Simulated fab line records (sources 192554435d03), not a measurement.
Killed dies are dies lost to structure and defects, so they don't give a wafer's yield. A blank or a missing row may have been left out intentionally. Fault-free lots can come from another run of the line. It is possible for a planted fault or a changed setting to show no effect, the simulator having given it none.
Comparing a struck lot with a sound one || flow n5Finfet || 38 out of 1938 route steps
Sound: the wafers L768.4, L768.5, L768.6. Struck: wafer L775.4 (left out: L775.3, L775.6 of the same lot, which were not struck); the cause appears at the end.
Order at every step that has rows: each side's tool, ch and its chambers, its first start. Under that, the readings that differ: sound wafers || struck wafers || difference of the means || sigmas: that difference in standard deviations of wafers without a fault.
alike: readings whose means differ by less than 2 such deviations, and words and numbers that are the same on both sides. not compared: withheld readings, readings that some wafer has no value for, bounds like >300 that may hide the same value, and numbers for which the record gives no deviation and whose values overlap.
The two part at a step that has a row with sigmas, a row that says differs or no value, or rows on one side only. Non-overlapping numbers with no deviation appear without sigmas and do not part them. A reading missing from all wafers of one side parts the sides only when that side holds two or more wafers.

first, 11 steps without rows for these wafers: N5_BEOL_M0_SPUTTER_132 (material Cu, target thk 4 nm, time 7.37 s); N5_BEOL_M0_ANNEAL_133 (time 60 s); N5_BEOL_M0_SPUTTER_134 (material Cu, target thk 4 nm, time 7.37 s); N5_BEOL_M0_ANNEAL_135 (time 60 s); N5_BEOL_M0_SPUTTER_141 (material Cu, target thk 4 nm, time 7.37 s); N5_BEOL_M0_ECD_118 (material Cu, target thk 300 nm); N5_BEOL_M0_ANNEAL_119 (time 90 s); N5_BEOL_M0_CMP_120 (polishes, stops on SiOC, t overpolish 6.9 s); N5_BEOL_M0_PRE_CLEAN_131 (time 15 s); N5_BEOL_M0_CO_CAP_123 (material Co, precursor CCTBA/H2, target thk 2 nm, time 102.1 s); N5_BEOL_M0_PRE_CLEAN_124 (time 15 s).
N5_BEOL_M0_DEP_125: deposits SiCN from 3MS/NH3, target thk 8 nm, time 14 s.
  sound on pecvd-03 ch 0,1,2, day 7 20:53; struck on pecvd-03 ch 1, day 9 13:23
{"reading": "model.SiCN_of_BEOL_M0_DEP_125.thkNm (nm)", "sound": "8.2 8 8.2", "struck": 4, "difference": -4, "sigmas": ""}
  alike: showerheadPlenumPTorr, throttleValvePct
then, 22 steps without rows for these wafers: N5_BEOL_M1_ILD_DEP_00 (deposits SiOC from DEMS/O2, target thk 79 nm, time 15.3 s); N5_BEOL_M1_PECVD_72 (deposits SiO2 from TEOS/O2, target thk 16 nm, time 18 s); N5_BEOL_M1_HM_DEP_02 (deposits TiN, target thk 20 nm); N5_BEOL_M1_COAT_61 (time 60 s, resist thk 60 nm); N5_BEOL_M1_COAT_62 (time 60 s, resist thk 12 nm); N5_BEOL_M1_COAT_73 (time 60 s, resist thk 5 nm); N5_BEOL_M1_COAT_05 (resist thk 30 nm); N5_BEOL_M1_EBR_07; N5_BEOL_M1_SOFTBAKE_06 (time 60 s); N5_BEOL_M1_EXPOSE_08 (exposes mask M1); N5_BEOL_M1_PEB_09 (peb time 60 s); N5_BEOL_M1_DEVELOP_10 (develop time 30 s); N5_BEOL_M1_DESCUM_16 (chemistry O2, time 7 s); N5_BEOL_M1_ETCH_74 (etches underlayer in N2/H2, target depth 6.5 nm, time 5.2 s); N5_BEOL_M1_ETCH_63 (etches SiARC in CF4, target depth 15.6 nm, time 26 s); N5_BEOL_M1_ETCH_64 (etches SOC in N2/H2, target depth 75 nm, overetch 15 nm, time 112.5 s); N5_BEOL_M1_STRIP_65 (strips in N2/H2); N5_BEOL_M1_STRIP_75 (strips in N2/H2); N5_BEOL_M1_STRIP_66 (strips in CF4); N5_BEOL_M1_HM_OPEN_17 (chemistry Cl2/BCl3, target TiN, target depth 20 nm, overetch 6 nm); N5_BEOL_M1_STRIP_19 (strips in O2); N5_BEOL_M1_COAT_67 (time 60 s, resist thk 60 nm).
N5_BEOL_M1_CMP_52: polishes, stops on SiOC, t overpolish 6.8 s, target thk 40 nm.
  sound on cmp-02 ch 0,1,2, day 8 05:59; struck on cmp-04 ch 2, day 9 21:51
{"reading": "slurryFlowMlMin", "sound": "149.9 151.0 150.5", "struck": 149.3, "difference": -1.2, "sigmas": -2}
{"reading": "model.Cu_of_BEOL_M1_ECD_50.thkNm (nm)", "sound": "40.4 41.4 41.2", "struck": 32, "difference": -9, "sigmas": ""}
  alike: barrierFieldEndpointS, motorCurrentA, overpolishRunS, timeToEndpointS
N5_BEOL_M1_THK_MEAS_53: measures by xrf.
  struck on filmMetro-01, day 9 22:08; sound on filmMetro-01, day 8 06:10
{"reading": "M1_THK (nm)", "sound": "41.4 42.3 41.9", "struck": 32.7, "difference": -9.2, "sigmas": -5}
N5_BEOL_M1_RS_MEAS_58: a four-point-probe measurement.
  struck on filmMetro-02, day 9 22:24; sound on filmMetro-01, day 8 06:26
{"reading": "M1_RS (ohm/sq)", "sound": "0.66 0.64 0.65", "struck": 0.89, "difference": "+0.24", "sigmas": "+6"}
N5_BEOL_M4_RC_MEAS_101:
  sound on prober-02 ch 0, day 9 19:56; struck on prober-01 ch 0, day 11 05:13
  alike: DIBL_N, DIBL_P, IOFF_N, IOFF_P, ION_N, ION_P, SS_N, SS_P, VT_N, VT_P

## WHERE THEY PART
Earliest at N5_BEOL_M1_CMP_52; latest, in this record, at N5_BEOL_M1_RS_MEAS_58. Later steps at which nothing parts them and some readings are alike: N5_BEOL_M4_RC_MEAS_101.

WHY: the cause the simulator had injected
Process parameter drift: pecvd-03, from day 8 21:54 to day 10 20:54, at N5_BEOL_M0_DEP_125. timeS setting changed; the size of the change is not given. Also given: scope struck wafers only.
